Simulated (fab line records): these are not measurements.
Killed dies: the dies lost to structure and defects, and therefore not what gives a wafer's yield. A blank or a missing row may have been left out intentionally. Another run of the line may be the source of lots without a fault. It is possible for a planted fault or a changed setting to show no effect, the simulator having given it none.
Chamber matching ; flow n5 finfet ; N5_BEOL_M1_ILD_DEP_00 on pecvd-01 has 3 sister chambers
The step deposits SiOC from DEMS/O2, target thk 79 nm, time 15.3 s. 6 wafers are shown with their chamber, then 11 later ones without.

## WAFERS PAIRED WITH THEIR CHAMBERS
wafer;chamber;throttle valve pct (%);showerhead plenum p Torr (Torr)
L084.1;0;13.6;5.645
L084.4;1;13.2;5.672
L086.1;2;11.7;5.665
L086.2;1;13.3;5.679
L086.6;2;11.7;5.662
L085.3;0;13.2;5.664

## WAFERS WHOSE CHAMBER IS MISSING
wafer;throttle valve pct (%);showerhead plenum p Torr (Torr)
L085.4;13.0;5.688
L085.6;11.5;5.669
L091.1;11.9;5.672
L091.2;13.5;5.661
L091.4;13.4;5.666
L094.1;11.7;5.650
L094.3;13.5;5.666
L094.4;11.9;5.657
L096.1;13.8;5.680
L096.5;11.9;5.657
L096.6;13.7;5.670

## WHICH CHAMBER EACH ONE RAN IN
wafer;from the rows above;in truth
L085.4;1;1
L085.6;2;2
L091.1;2;2
L091.2;can't be placed: 0 or 1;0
L091.4;can't be placed: 0 or 1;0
L094.1;2;2
L094.3;can't be placed: 0 or 1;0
L094.4;2;2
L096.1;can't be placed: 1 or 0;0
L096.5;2;2
L096.6;can't be placed: 0 or 1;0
Correctly placed: 6 of 11. From these rows, 5 cannot be placed; in 5 the true chamber is one of the candidates. Number placed wrongly: 0.
How it was worked out, from the rows above alone: a wafer's distance from a chamber is the root of the sum, over the readings, of the square of ((its reading less the chamber's mean) divided by the reading's scatter). If the next closest chamber is less than 2 further off than the closest, the wafer can't be placed; otherwise it belongs to the closest. Each chamber's mean is taken over the wafers shown for it. The scatter: take each reading less its chamber's mean, square it, sum over the shown wafers, divide by the number of wafers less the number of chambers, and take the root.
